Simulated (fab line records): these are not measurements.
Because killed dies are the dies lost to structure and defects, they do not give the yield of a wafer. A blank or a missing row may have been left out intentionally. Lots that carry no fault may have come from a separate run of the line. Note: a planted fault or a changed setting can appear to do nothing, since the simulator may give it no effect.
Chamber matching ; flow n5Finfet ; N5_BEOL_M1_ETCH_70 on rieDiel-01: 4 sister chambers
The step etches SOC in N2/H2, target depth 80 nm, overetch 16 nm, time 120 s. 4 wafers are shown with their chamber, then 7 later ones without.

EACH WAFER AND ITS CHAMBER
wafer;chamber;showerheadPlenumPTorr (Torr)
L076.4;0;2.62
L081.6;3;2.42
L085.2;2;2.59
L085.3;1;2.55

WAFERS WITH NO CHAMBER GIVEN
wafer;showerheadPlenumPTorr (Torr)
L085.6;2.55
L087.2;2.61
L087.4;2.59
L087.6;2.61
L095.2;2.58
L095.5;2.41
L095.6;2.61

WHICH CHAMBER EACH ONE RAN IN
wafer;from the rows above;in truth
L085.6;1;1
L087.2;can't be placed: 0 or 2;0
L087.4;2;2
L087.6;can't be placed: 0 or 2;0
L095.2;2;2
L095.5;3;3
L095.6;can't be placed: 0 or 2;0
Correct placement for 4 of the 7. Can't be placed from these rows: 3 (the true chamber is among the candidates in 3). Wrongly placed: 0.
How it was worked out, from the rows above alone: a wafer's distance from a chamber is the root of the sum, over the readings, of the square of ((its reading less the chamber's mean) divided by the reading's scatter). The wafer belongs to the nearest chamber; if the next one is less than 2 further off, it can't be placed. The mean given for a chamber averages the wafers shown for that chamber. The scatter (one wafer shown for each chamber): square how far every hidden wafer sits from the nearest shown wafer, average those squares and take the square root.
